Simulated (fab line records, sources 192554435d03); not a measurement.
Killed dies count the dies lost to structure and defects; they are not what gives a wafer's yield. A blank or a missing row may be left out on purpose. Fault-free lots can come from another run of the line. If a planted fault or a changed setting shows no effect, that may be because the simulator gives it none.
fab line records | flow n5-finfet
[record] lots = 7 wafers = 21
route steps=1938 shown BEOL_M4@1031 BEOL_M5@1157 BEOL_M6@1224 BEOL_M7@1309 BEOL_M8@1359
start-h: hours from the record's first day to the start of the lot's first wafer shown | wait-h: hours from the lot's prior step to this one | " the same as in the row above | L1.1+2: one row covering several wafers at once | - no value, or no start was given | * or withheld: withheld | < > ~ a bound
route shown NAME@n: NAME is a module with steps in the file, n the number in the route of the first one | usual: mean and standard deviation over wafers with no fault | same: alike in all rows | chamber/n: place in a boat | sites: the reading at each site | _std_site: standard deviation across them | _edge_site: inner sites' mean taken away from outer sites' mean | radius-mm: how far each site lies from the wafer's centre | mask NAME#n: copy n | behind: the last tool/chamber to shape the wafer | hold: reason for holding the lot/hours on hold/outcome of the hold | device: whichever transistor did not switch (one of n, p or np) | end of line: the route-end tests of the same wafers | where a step has no rows: the recipe by itself | killed: dies that structure and defects cost at the first sort, which is not the same as the wafer's yield | map: a wafer's dies, marking killed ones x, the rest . and places with no die _
set.NAME: the run value of the setting; set.NAME@STEP: its run value at that earlier step | model.NAME: the simulator's own value behind a step, which no gauge read
one table per step and one row per wafer, for lots whose settings were changed on purpose
[[steps]]
[step N5_BEOL_M4_EXPOSE_08]
[recipe] mask-id = M4 na = 0.33 source-shape = dipole sigma-inner = 0.369 sigma-outer = 0.767 polarization = unpolarized dose-mj = 41.25
// columns lot.wafer tool chamber start-h wait-h mask set.dose-mj
L076.2+4+5 euv-scanner-01 0 166.66 - M4#0 41.25
L078.4+5+6 euv-scanner-01 0 169.24 - M4#0 41.25
L080.2+4 euv-scanner-02 0 184.75 - M4#0 40.2
L080.3 " 0 " " M4#0 41.25
L088.1+2 euv-scanner-02 0 236.88 - M4#0 42.03
L088.4 " 0 " " M4#0 41.25
L087.1 euv-scanner-02 0 237.03 - M4#0 41.25
L087.2+5 " 0 " " M4#0 38.3
L089.1+3+4 euv-scanner-02 0 244.04 - M4#0 41.25
L097.1+5 euv-scanner-02 0 294.05 - M4#0 41.25
L097.3 " 0 " " M4#0 43.28
[step N5_BEOL_M4_PEB_09]
[recipe] peb-temp-c = 100 peb-time-s = 60 resist = CAR-EUV
[step N5_BEOL_M4_DEVELOP_10]
[recipe] develop-time-s = 30 developer = TMAH resist = CAR-EUV rinse-liquid = surfactant-rinse dry = air-spin dev-temp-c = 23
[step N5_BEOL_M4_CD_MEAS_11]
[recipe] target-cd-nm = 16.79 landing-energy-ev = 500 detector = se-inlens polarity = opening
[usual] cd-nm = 16.85/0.23
// columns lot.wafer tool chamber start-h wait-h set.dose-mj@BEOL_M4_EXPOSE_08 cd-nm
L076.2 cd-sem-01 0 166.79 - 41.25 16.78
L076.4 " 0 " " 41.25 17.50
L076.5 " 0 " " 41.25 17.10
L078.4 cd-sem-02 0 169.36 - 41.25 17.10
L078.5 " 0 " " 41.25 16.80
L078.6 " 0 " " 41.25 16.99
L080.2 cd-sem-03 0 184.88 - 40.2 15.73
L080.3 " 0 " " 41.25 16.39
L080.4 " 0 " " 40.2 15.95
L088.1 cd-sem-03 0 237.01 - 42.03 17.39
L088.2 " 0 " " 42.03 17.02
L088.4 " 0 " " 41.25 16.75
L087.1 cd-sem-02 0 237.16 - 41.25 17.04
L087.2 " 0 " " 38.3 15.13
L087.5 " 0 " " 38.3 14.91
L089.1 cd-sem-02 0 244.17 - 41.25 16.85
L089.3 " 0 " " 41.25 16.90
L089.4 " 0 " " 41.25 16.71
L097.1 cd-sem-02 0 294.18 - 41.25 16.89
L097.3 " 0 " " 43.28 17.72
L097.5 " 0 " " 41.25 17.12
[step N5_BEOL_M4_ETCH_74]
[recipe] chemistry = N2/H2 target = underlayer target-depth-a = 65 mask-material = CAR-EUV time-s = 5.2 ion-energy-ev = 200 pressure-mtorr = 30 source-w = 840 bias-w = 150 n2-flow-sccm = 200 h2-flow-sccm = 200 ends = cleared
[step N5_BEOL_M4_ETCH_63]
[recipe] chemistry = CF4 target = SiARC target-depth-a = 156 mask-material = CAR-EUV time-s = 26 ion-energy-ev = 80 pressure-mtorr = 40 source-w = 545 bias-w = 36 Ar_flow_sccm = 100 cf4-flow-sccm = 100 ends = cleared
[step N5_BEOL_M4_ETCH_64]
[recipe] chemistry = N2/H2 target = SOC target-depth-a = 750 overetch-a = 225 mask-material = SiARC temp-c = 40 time-s = 121.9 ion-energy-ev = 200 pressure-mtorr = 30 source-w = 840 bias-w = 150 n2-flow-sccm = 200 h2-flow-sccm = 200
// columns lot.wafer tool chamber start-h wait-h set.spin-rpm@BEOL_M4_COAT_61 set.dose-mj@BEOL_M4_EXPOSE_08 model.etch.depth-nm model.BEOL_M4.cd-offset-nm
L076.2 rie-diel-01 0 166.99 0.0 1500 41.25 60.03 0.4
L076.4 " 2 " " 1500 41.25 60.13 0.2
L076.5 " 3 " " 1551 41.25 58.96 0.4
L078.4 rie-diel-03 0 169.58 0.0 1439 41.25 61.24 -0.2
L078.5 " 0 " " 1439 41.25 61.11 0.2
L078.6 " 3 " " 1500 41.25 59.77 0
L080.2 rie-diel-04 1 185.08 0.0 1603 40.2 57.98 -0.8
L080.3 " 2 " " 1500 41.25 59.97 -0.4
L080.4 " 0 " " 1500 40.2 59.78 -1
L088.1 rie-diel-01 3 237.22 0.0 1500 42.03 59.74 0.4
L088.2 " 0 " " 1500 42.03 60.03 0.4
L088.4 " 3 " " 1500 41.25 59.96 0
L087.1 rie-diel-03 3 237.37 0.0 1661 41.25 56.97 0.6
L087.2 " 0 " " 1661 38.3 57.09 -1
L087.5 " 1 " " 1500 38.3 60.04 -1.4
L089.1 rie-diel-03 0 244.38 0.0 1500 41.25 59.83 0.4
L089.3 " 1 " " 1500 41.25 59.71 0.4
L089.4 " 3 " " 1500 41.25 59.83 0
L097.1 rie-diel-04 1 294.38 0.0 1405 41.25 61.93 0
L097.3 " 2 " " 1405 43.28 61.95 0.6
L097.5 " 1 " " 1500 41.25 59.86 0
[step N5_BEOL_M5_VIA_ETCH_34]
[recipe] chemistry = C4F6/O2 target = SiCOH_lowk target-depth-a = 883 mask-material = SOC taper-deg = 4 time-s = 39.2 ion-energy-ev = 250 pressure-mtorr = 30 source-w = 345 bias-w = 185 Ar_flow_sccm = 300 C4F6_flow_sccm = 10 O2_flow_sccm = 10
[usual] rf-vpp-V = 670/9.7
// columns lot.wafer tool chamber start-h wait-h set.bias-w rf-vpp-V
L076.2 rie-diel-02 3 177.32 0.0 185 662
L076.4 " 2 " " 212.2 768
L076.5 " 3 " " 185 664
L078.4 rie-diel-05 2 184.06 0.0 185 665
L078.5 " 2 " " 185 666
L078.6 " 1 " " 185 680
L080.2 rie-diel-05 3 201.73 0.0 212.2 750
L080.3 " 2 " " 212.2 741
L080.4 " 0 " " 212.2 742
L088.1 rie-diel-02 2 251.98 0.0 185 690
L088.2 " 0 " " 185 655
L088.4 " 1 " " 185 668
L087.1 rie-diel-02 1 257.21 0.0 185 667
L087.2 " 2 " " 201.2 737
L087.5 " 0 " " 185 656
L089.1 rie-diel-05 0 257.41 0.0 185 667
L089.3 " 2 " " 185 666
L089.4 " 3 " " 185 671
L097.1 rie-diel-05 3 311.46 0.0 197.5 709
L097.3 " 2 " " 185 666
L097.5 " 1 " " 197.5 716
[step N5_BEOL_M5_TRENCH_ETCH_37]
[recipe] chemistry = C4F6/O2 target-depth-a = 716.52 target = SiCOH_lowk time-s = 24.7 ion-energy-ev = 250 pressure-mtorr = 30 source-w = 345 bias-w = 185 Ar_flow_sccm = 300 C4F6_flow_sccm = 10 O2_flow_sccm = 10
// columns lot.wafer tool chamber start-h wait-h set.time-s model.etch.depth-nm model.BEOL_M5.feature-depth-nm
L076.2 rie-diel-02 3 - - 29.12 83.62 83.6
L076.4 " 2 " " 24.7 71 71
L076.5 " 3 " " 29.12 83.75 83.8
L078.4+5 rie-diel-05 2 - - 24.7 70.64 70.6
L078.6 " 1 " " 24.7 71.68 71.6
L080.2 rie-diel-05 3 - - 29.89 86.16 86.2
L080.3 " 2 " " 24.7 71.77 71.8
L080.4 " 0 " " 24.7 72.95 73
L088.1 rie-diel-02 2 - - 24.7 71.99 72
L088.2 " 0 " " 19.6 55.63 55.6
L088.4 " 1 " " 24.7 73.3 73.2
L087.1 rie-diel-02 1 - - 24.7 73.69 73.6
L087.2 " 2 " " 26.32 77.07 77
L087.5 " 0 " " 26.32 74.29 74.2
L089.1 rie-diel-05 0 - - 24.7 72.68 72.6
L089.3 " 2 " " 24.7 71.14 71.2
L089.4 " 3 " " 24.7 70.02 70
L097.1 rie-diel-05 3 - - 22.04 63.05 63
L097.3 " 2 " " 22.04 63.11 63.2
L097.5 " 1 " " 22.04 63.63 63.6
[step N5_BEOL_M5_ETCH_41]
[recipe] chemistry = CH3F/O2 target = SiCN target-depth-a = 315 taper-deg = 2 time-s = 56.7 ion-energy-ev = 120 mask-material = TiN pressure-mtorr = 30 source-w = 395 bias-w = 75 Ar_flow_sccm = 150 CH3F_flow_sccm = 30 O2_flow_sccm = 20
[step N5_BEOL_M5_STRIP_91]
[recipe] chemistry = N2/H2 time-s = 10 power-w = 450 temp-c = 40 pressure-mtorr = 20 rf-frequency-hz = 6e+07 bias-power-w = 7 n2-flow-sccm = 200 h2-flow-sccm = 200
[step N5_BEOL_M5_OCD_MEAS_38]
[usual] trench-depth-nm = 71.3/1.2
// columns lot.wafer tool chamber start-h wait-h set.time-s@BEOL_M5_TRENCH_ETCH_37 trench-depth-nm
L076.2 ocd-02 - 177.56 - 29.12 83.1
L076.4 " - " " 24.7 70.7
L076.5 " - " " 29.12 83.2
L078.4 ocd-01 - 184.30 - 24.7 70.5
L078.5 " - " " 24.7 70.5
L078.6 " - " " 24.7 71.1
L080.2 ocd-01 - 201.97 - 29.89 86.4
L080.3 " - " " 24.7 72.4
L080.4 " - " " 24.7 73.2
L088.1 ocd-02 - 252.22 - 24.7 72.1
L088.2 " - " " 19.6 55.3
L088.4 " - " " 24.7 73.4
L087.1 ocd-01 - 257.45 - 24.7 73.9
L087.2 " - " " 26.32 77.6
L087.5 " - " " 26.32 74.2
L089.1 ocd-02 - 257.65 - 24.7 72.8
L089.3 " - " " 24.7 71.2
L089.4 " - " " 24.7 70.2
L097.1 ocd-01 - 311.70 - 22.04 63.0
L097.3 " - " " 22.04 63.4
L097.5 " - " " 22.04 63.6
[step N5_BEOL_M5_HM_STRIP_39]
[recipe] chemistry = peroxide-tin-strip material = TiN target-depth-a = 250 temp-c = 50 time-s = 158
[step N5_BEOL_M5_SRD_40]
[recipe] time-s = 30 temp-c = 23 rinse-liquid = diw dry = ipa-marangoni
[step N5_BEOL_M5_ECD_50]
[recipe] material = Cu target-thk-a = 3000
[step N5_BEOL_M5_ANNEAL_51]
[recipe] temp-c = 225 time-s = 90 ambient = N2
[step N5_BEOL_M5_CMP_52]
[recipe] stop-on = SiCOH_lowk t-overpolish-s = 6.9 down-force-psi = 1 platen-rpm = 50 clearing-platen-down-force-psi = 1.5 clearing-platen-rpm = 50 post-cmp-clean = cu-alkaline target-thk-nm = 62 clearing-platen-pad-velocity-m-s = 0.99484 pad-velocity-m-s = 0.99484
// columns lot.wafer tool chamber start-h wait-h set.time-s@BEOL_M5_TRENCH_ETCH_37 model.Cu_of_BEOL_M5_ECD_50.thk-nm
L076.4 cmp-02 3 184.34 0.1 24.7 62
L076.2 " 2 " " 29.12 73.8
L076.5 " 0 " " 29.12 73.2
L078.4 cmp-02 1 190.71 0.2 24.7 62.8
L078.5 " 0 " " 24.7 60
L078.6 " 1 " " 24.7 64.2
L080.4 cmp-02 3 208.28 0.1 24.7 62.2
L080.3 " 1 " " 24.7 62.6
L080.2 " 2 " " 29.89 75.8
L088.1 cmp-03 3 258.77 0.3 24.7 60.4
L088.4 " 0 " " 24.7 62.4
L088.2 " 1 " " 19.6 45.2
L089.3 cmp-02 2 265.07 0.9 24.7 62
L089.1 " 3 " " 24.7 64.4
L089.4 " 1 " " 24.7 61.8
L087.1 cmp-02 0 265.29 1.6 24.7 62.6
L087.2 " 2 " " 26.32 69
L087.5 " 0 " " 26.32 63.6
L097.3 cmp-03 1 318.32 0.2 22.04 52.8
L097.1 " 0 " " 22.04 53.6
L097.5 " 1 " " 22.04 53
[step N5_BEOL_M5_THK_MEAS_53]
[recipe] thk-meas-gauge = xrf reads = Cu_of_BEOL_M5_ECD_50
[usual] M5_THK = 62.9/1.8
// columns lot.wafer tool chamber start-h wait-h set.time-s@BEOL_M5_TRENCH_ETCH_37 M5_THK[nm]
L076.2 film-metro-01 - 184.64 - 29.12 75.8
L076.4 " - " " 24.7 63.5
L076.5 " - " " 29.12 75.0
L078.4 film-metro-02 - 190.97 - 24.7 65.0
L078.5 " - " " 24.7 62.0
L078.6 " - " " 24.7 66.4
L080.2 film-metro-01 - 208.57 - 29.89 77.4
L080.3 " - " " 24.7 63.4
L080.4 " - " " 24.7 63.3
L088.1 film-metro-02 - 259.06 - 24.7 60.6
L088.2 " - " " 19.6 45.8
L088.4 " - " " 24.7 62.8
L089.1 film-metro-01 - 265.36 - 24.7 64.8
L089.3 " - " " 24.7 62.5
L089.4 " - " " 24.7 62.3
L087.1 film-metro-01 - 265.59 - 24.7 63.9
L087.2 " - " " 26.32 70.4
L087.5 " - " " 26.32 64.9
L097.1 film-metro-02 - 318.62 - 22.04 55.0
L097.3 " - " " 22.04 53.9
L097.5 " - " " 22.04 54.6
[step N5_BEOL_M6_EXPOSE_25]
[recipe] mask-id = V5 na = 0.33 source-shape = annular sigma-inner = 0.4 sigma-outer = 0.8 polarization = unpolarized target-cd-nm = 40 dose-mj = 45
// columns lot.wafer tool chamber start-h wait-h mask set.dose-mj
L076.2 euv-scanner-02 0 192.22 - V5#0 42.75
L076.4+5 " 0 " " V5#0 45
L078.4+5 euv-scanner-02 0 195.06 - V5#0 42.76
L078.6 " 0 " " V5#0 45
L080.2+3+4 euv-scanner-01 0 212.85 - V5#0 45
L088.1+2 euv-scanner-01 0 266.71 - V5#0 45
L088.4 " 0 " " V5#0 48.36
L087.1+2 euv-scanner-02 0 270.92 - V5#0 45
L087.5 " 0 " " V5#0 42.65
L089.1+3+4 euv-scanner-02 0 270.97 - V5#0 45
L097.1+3 euv-scanner-01 0 325.02 - V5#0 45
L097.5 " 0 " " V5#0 47.25
[step N5_BEOL_M6_PEB_26]
[recipe] peb-temp-c = 100 peb-time-s = 60 resist = CAR-EUV
[step N5_BEOL_M6_DEVELOP_27]
[recipe] develop-time-s = 30 developer = TMAH resist = CAR-EUV rinse-liquid = surfactant-rinse dry = air-spin dev-temp-c = 23
[step N5_BEOL_M6_CD_MEAS_28]
[recipe] target-cd-nm = 40 landing-energy-ev = 500 detector = se-inlens
[usual] cd-nm = 39.96/0.24
// columns lot.wafer tool chamber start-h wait-h set.dose-mj@BEOL_M6_EXPOSE_25 cd-nm
L076.2 cd-sem-01 0 192.35 - 42.75 39.25
L076.4 " 0 " " 45 40.15
L076.5 " 0 " " 45 39.95
L078.4 cd-sem-01 0 195.18 - 42.76 38.94
L078.5 " 0 " " 42.76 39.01
L078.6 " 0 " " 45 40.24
L080.2 cd-sem-01 0 212.98 - 45 39.58
L080.3 " 0 " " 45 39.78
L080.4 " 0 " " 45 40.00
L088.1 cd-sem-01 0 266.85 - 45 39.94
L088.2 " 0 " " 45 39.75
L088.4 " 0 " " 48.36 41.22
L087.1 cd-sem-03 0 271.06 - 45 39.95
L087.2 " 0 " " 45 39.74
L087.5 " 0 " " 42.65 38.42
L089.1 cd-sem-02 0 271.10 - 45 39.98
L089.3 " 0 " " 45 40.03
L089.4 " 0 " " 45 39.83
L097.1 cd-sem-03 0 325.15 - 45 40.44
L097.3 " 0 " " 45 40.38
L097.5 " 0 " " 47.25 41.04
[step N5_BEOL_M6_DESCUM_33]
[recipe] chemistry = O2 time-s = 7 source-power-w = 50 bias-power-w = 20 pressure-mtorr = 20 rf-frequency-hz = 2.712e+07 temp-c = 40 resist = CAR-EUV o2-flow-sccm = 225
// columns lot.wafer tool chamber start-h wait-h set.time-s set.dose-mj@BEOL_M6_EXPOSE_25 model.CAR-EUV_of_BEOL_M6_COAT_22.thk-nm model.BEOL_M6.cd-nm
L076.2 rie-diel-01 0 192.47 0.0 7 42.75 26.2 38.8
L076.4 " 2 " " 6.241 45 26.6 40
L076.5 " 0 " " 7 45 26 40
L078.4 rie-diel-03 1 195.70 0.4 7.448 42.76 26 39
L078.5 " 2 " " 7 42.76 26 39
L078.6 " 0 " " 7.448 45 25.8 40.2
L080.2+3 rie-diel-03 2,1 213.65 0.6 7 45 26 40
L080.4 " 0 " " 7 45 26 39.8
L088.1 rie-diel-01 3 266.97 0.0 7 45 26 39.8
L088.2 " 2 " " 7 45 26 40
L088.4 " 0 " " 7 48.36 26 41.4
L087.1 rie-diel-03 0 271.18 0.0 7 45 26 39.8
L087.2 " 3 " " 7 45 26.2 39.8
L087.5 " 0 " " 7.675 42.65 25.8 38.4
L089.1+3 rie-diel-04 0,1 271.22 0.0 7 45 26 40
L089.4 " 2 " " 7 45 26 39.8
L097.1 rie-diel-03 1 325.38 0.1 8.508 45 25.4 40.4
L097.3 " 0 " " 8.508 45 25.2 40.2
L097.5 " 0 " " 7 47.25 26 41.2
[step N5_BEOL_M6_ETCH_72]
[recipe] chemistry = N2/H2 target = underlayer target-depth-a = 65 mask-material = CAR-EUV time-s = 5.2 ion-energy-ev = 200 pressure-mtorr = 30 source-w = 840 bias-w = 150 n2-flow-sccm = 200 h2-flow-sccm = 200 ends = cleared
// columns lot.wafer tool chamber start-h wait-h set.dose-mj@BEOL_M6_EXPOSE_25 model.BEOL_M6.cd-nm
L076.2 rie-diel-01 0 192.51 0.0 42.75 38.8
L076.4+5 " 2,0 " " 45 40
L078.4+5 rie-diel-03 1,2 195.73 0.0 42.76 39
L078.6 " 0 " " 45 40.2
L080.2+3 rie-diel-03 2,1 213.68 0.0 45 40
L080.4 " 0 " " 45 39.8
L088.1 rie-diel-01 3 267.00 0.0 45 39.8
L088.2 " 2 " " 45 40
L088.4 " 0 " " 48.36 41.4
L087.1 rie-diel-03 0 271.21 0.0 45 39.8
L087.2 " 3 " " 45 39.6
L087.5 " 0 " " 42.65 38.4
L089.1+3 rie-diel-04 0,1 271.26 0.0 45 40
L089.4 " 2 " " 45 39.8
L097.1 rie-diel-03 1 325.42 0.0 45 40.4
L097.3 " 0 " " 45 40.2
L097.5 " 0 " " 47.25 41.4
[step N5_BEOL_M6_ETCH_65]
[recipe] chemistry = CF4 target = SiARC target-depth-a = 156 mask-material = CAR-EUV time-s = 26 ion-energy-ev = 80 pressure-mtorr = 40 source-w = 545 bias-w = 36 Ar_flow_sccm = 100 cf4-flow-sccm = 100 ends = cleared
[step N5_BEOL_M6_ETCH_66]
[recipe] chemistry = N2/H2 target = SOC target-depth-a = 800 overetch-a = 160 mask-material = SiARC temp-c = 40 time-s = 120 ion-energy-ev = 200 pressure-mtorr = 30 source-w = 840 bias-w = 150 n2-flow-sccm = 200 h2-flow-sccm = 200
// columns lot.wafer tool chamber start-h wait-h set.dose-mj@BEOL_M6_EXPOSE_25 model.BEOL_M6.cd-nm
L076.2 rie-diel-01 0 192.55 0.0 42.75 38.8
L076.4+5 " 2,0 " " 45 40
L078.4+5 rie-diel-03 1,2 195.80 0.0 42.76 39
L078.6 " 0 " " 45 40.4
L080.2+3 rie-diel-03 2,1 213.73 0.0 45 40.2
L080.4 " 0 " " 45 40
L088.1 rie-diel-01 3 267.05 0.0 45 39.8
L088.2 " 2 " " 45 40
L088.4 " 0 " " 48.36 41.4
L087.1 rie-diel-03 0 271.26 0.0 45 39.8
L087.2 " 3 " " 45 40
L087.5 " 0 " " 42.65 38.2
L089.1+3 rie-diel-04 0,1 271.30 0.0 45 40
L089.4 " 2 " " 45 39.8
L097.1+3 rie-diel-03 1,0 325.46 0.0 45 40.4
L097.5 " 0 " " 47.25 41.4
[step N5_BEOL_M7_ETCH_41]
[recipe] chemistry = CH3F/O2 target = SiCN target-depth-a = 319 taper-deg = 2 time-s = 57.8 ion-energy-ev = 120 mask-material = TiN pressure-mtorr = 30 source-w = 395 bias-w = 75 Ar_flow_sccm = 150 CH3F_flow_sccm = 30 O2_flow_sccm = 20
[usual] rf-vpp-V = 298.2/1.7
// columns lot.wafer tool chamber start-h wait-h set.source-w rf-vpp-V
L076.2 rie-diel-02 2 - - 395 300.6
L076.4 " 1 " " 395 299.4
L076.5 " 0 " " 458.8 283.8
L078.4 rie-diel-05 2 - - 395 298.5
L078.5 " 3 " " 395 299.0
L078.6 " 2 " " 395 298.2
L080.2 rie-diel-05 1 - - 395 298.4
L080.3 " 2 " " 395 298.7
L080.4 " 0 " " 395 294.8
L088.1 rie-diel-02 0 - - 395 296.2
L088.2 " 2 " " 395 299.2
L088.4 " 1 " " 395 299.6
L087.1 rie-diel-06 2 - - 342.5 311.5
L087.2 " 3 " " 395 300.7
L087.5 " 1 " " 342.5 313.2
L089.1 rie-diel-02 1 - - 395 298.4
L089.3 " 3 " " 395 298.9
L089.4 " 0 " " 395 298.0
L097.1 rie-diel-06 1 - - 395 299.6
L097.3 " 2 " " 353.3 307.7
L097.5 " 2 " " 353.3 306.8
[step N5_BEOL_M8_COAT_22]
[recipe] resist = CAR-EUV spin-rpm = 1500 resist-thk-nm = 30
// columns lot.wafer tool chamber start-h wait-h set.spin-rpm model.CAR-EUV_of_BEOL_M8_COAT_22.thk-nm
L076.2+4+5 litho-track-04 0 - - 1500 30.2
L078.4+5+6 litho-track-05 0 - - 1500 30
L080.2+4 litho-track-02 0 - - 1333 32
L080.3 " 0 " " 1500 30.2
L088.1 litho-track-04 0 - - 1551 29.4
L088.2 " 0 " " 1500 30
L088.4 " 0 " " 1551 29.6
L087.1+2+5 litho-track-02 0 - - 1500 30
L089.1+4 litho-track-05 0 - - 1500 30
L089.3 " 0 " " 1500 29.8
L097.1+3+5 litho-track-04 0 - - 1500 30
[[key]]
[split] step = N5_BEOL_M4_EXPOSE_08 setting = dose-mj stated = 41.25 by = wafer
[response] step = N5_BEOL_M4_CD_MEAS_11 reading = cd-nm change = +0.237 per = 1% r = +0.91
[response] step = N5_BEOL_M4_ETCH_64 reading = model.BEOL_M4.cd-offset-nm change = +0.209 per = 1% r = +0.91
[split] step = N5_BEOL_M5_VIA_ETCH_34 setting = bias-w stated = 185 by = wafer
[response] step = N5_BEOL_M5_VIA_ETCH_34 reading = rf-vpp-V change = +7.44 per = 1% r = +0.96
[split] step = N5_BEOL_M5_TRENCH_ETCH_37 setting = time-s stated = 24.7 by = wafer
[response] step = N5_BEOL_M5_TRENCH_ETCH_37 reading = model.etch.depth-nm change = +0.716 per = 1% r = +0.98
[response] step = N5_BEOL_M5_TRENCH_ETCH_37 reading = model.BEOL_M5.feature-depth-nm change = +0.716 per = 1% r = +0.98
[response] step = N5_BEOL_M5_OCD_MEAS_38 reading = trench-depth-nm change = +0.717 per = 1% r = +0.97
[response] step = N5_BEOL_M5_CMP_52 reading = model.Cu_of_BEOL_M5_ECD_50.thk-nm change = +0.687 per = 1% r = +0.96
[response] step = N5_BEOL_M5_THK_MEAS_53 reading = M5_THK change = +0.701 per = 1% r = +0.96
[split] step = N5_BEOL_M6_EXPOSE_25 setting = dose-mj stated = 45 by = wafer
[response] step = N5_BEOL_M6_CD_MEAS_28 reading = cd-nm change = +0.197 per = 1% r = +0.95
[response] step = N5_BEOL_M6_DESCUM_33 reading = model.BEOL_M6.cd-nm change = +0.222 per = 1% r = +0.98
[response] step = N5_BEOL_M6_ETCH_72 reading = model.BEOL_M6.cd-nm change = +0.225 per = 1% r = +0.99
[response] step = N5_BEOL_M6_ETCH_66 reading = model.BEOL_M6.cd-nm change = +0.241 per = 1% r = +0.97
[split] step = N5_BEOL_M6_DESCUM_33 setting = time-s stated = 7 by = wafer
[response] step = N5_BEOL_M6_DESCUM_33 reading = model.CAR-EUV_of_BEOL_M6_COAT_22.thk-nm change = -0.0336 per = 1% r = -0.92
[split] step = N5_BEOL_M7_ETCH_41 setting = source-w stated = 395 by = wafer
[response] step = N5_BEOL_M7_ETCH_41 reading = rf-vpp-V change = -0.905 per = 1% r = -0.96
[split] step = N5_BEOL_M8_COAT_22 setting = spin-rpm stated = 1500 by = wafer
[response] step = N5_BEOL_M8_COAT_22 reading = model.CAR-EUV_of_BEOL_M8_COAT_22.thk-nm change = -0.16 per = 1% r = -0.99
split outside-this-file step=N5_BEOL_M4_COAT_61 setting=spin-rpm
// split outside-this-file: this setting was split too, and the file shows its column; the key of that split is in another file
